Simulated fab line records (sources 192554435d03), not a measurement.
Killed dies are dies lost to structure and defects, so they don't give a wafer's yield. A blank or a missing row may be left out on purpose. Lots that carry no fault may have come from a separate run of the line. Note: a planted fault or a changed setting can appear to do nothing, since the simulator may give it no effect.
Matching of chambers + flow n5_finfet + rie_diel-06 running N5_BEOL_M0_SAQP_ETCH_106: 4 sister chambers
The step etches SOC in N2/H2, stops on SiNx, target depth 150 nm. 14 wafers are shown with their chamber, then 7 later ones without.

== EACH WAFER AND ITS CHAMBER ==
| wafer  | chamber | throttle_valve_pct (%) | drypump_motor_current_A (A) | oes_product_au (a.u.) |
|--------|---------|------------------------|-----------------------------|-----------------------|
| L076.1 | 2       | 18.31                  | 5.34                        | 0.69                  |
| L076.2 | 0       | 17.62                  | 5.57                        | 0.89                  |
| L076.6 | 1       | 17.91                  | 5.65                        | 0.76                  |
| L085.3 | 3       | 17.66                  | 5.85                        | 0.77                  |
| L085.4 | 1       | 17.96                  | 5.63                        | 0.75                  |
| L085.5 | 1       | 17.96                  | 5.64                        | 0.75                  |
| L086.2 | 0       | 17.63                  | 5.57                        | 0.86                  |
| L086.4 | 1       | 17.95                  | 5.67                        | 0.74                  |
| L086.6 | 0       | 17.62                  | 5.55                        | 0.86                  |
| L089.1 | 0       | 17.65                  | 5.56                        | 0.86                  |
| L089.2 | 3       | 17.64                  | 5.89                        | 0.77                  |
| L089.6 | 0       | 17.64                  | 5.56                        | 0.86                  |
| L090.1 | 0       | 17.64                  | 5.56                        | 0.85                  |
| L090.2 | 1       | 17.97                  | 5.65                        | 0.75                  |

SIGNATURES (averages over the wafers above)
| reading                 | chamber 0 | chamber 1 | chamber 2 | chamber 3 | scatter within a chamber |
|-------------------------|-----------|-----------|-----------|-----------|--------------------------|
| throttle_valve_pct      | 17.6333   | 17.9500   | 18.3100   | 17.6500   | 0.0177                   |
| drypump_motor_current_A | 5.5617    | 5.6480    | 5.3400    | 5.8700    | 0.014                    |
| oes_product_au          | 0.8633    | 0.7500    | 0.6900    | 0.7700    | 0.0106                   |
Rule: a wafer's distance from a chamber is the root of the sum, over the readings, of the square of ((its reading less the chamber's mean) divided by the reading's scatter). The wafer belongs to the nearest chamber; if the next one is less than 2 further off, it can't be placed. The scatter is the square root of a quotient: the sum, over the shown wafers, of each reading's squared deviation from its chamber's mean, divided by wafers minus chambers.

== WAFERS WITHOUT THEIR CHAMBER ==
| wafer  | throttle_valve_pct (%) | drypump_motor_current_A (A) | oes_product_au (a.u.) |
|--------|------------------------|-----------------------------|-----------------------|
| L090.4 | 17.65                  | 5.89                        | 0.76                  |
| L094.1 | 17.98                  | 5.64                        | 0.73                  |
| L094.3 | 17.65                  | 5.58                        | 0.84                  |
| L094.5 | 17.96                  | 5.64                        | 0.74                  |
| L095.4 | 17.99                  | 5.67                        | 0.73                  |
| L095.5 | 17.67                  | 5.90                        | 0.75                  |
| L095.6 | 17.67                  | 5.57                        | 0.84                  |

== WHICH CHAMBER EACH WENT THROUGH ==
| wafer  | from the rows above | in truth |
|--------|---------------------|----------|
| L090.4 | 3                   | 3        |
| L094.1 | 1                   | 1        |
| L094.3 | 0                   | 0        |
| L094.5 | 1                   | 1        |
| L095.4 | 1                   | 1        |
| L095.5 | 3                   | 3        |
| L095.6 | 0                   | 0        |
Placed correctly: 7 of 7. Number that these rows cannot place: 0. 0 placed wrongly.
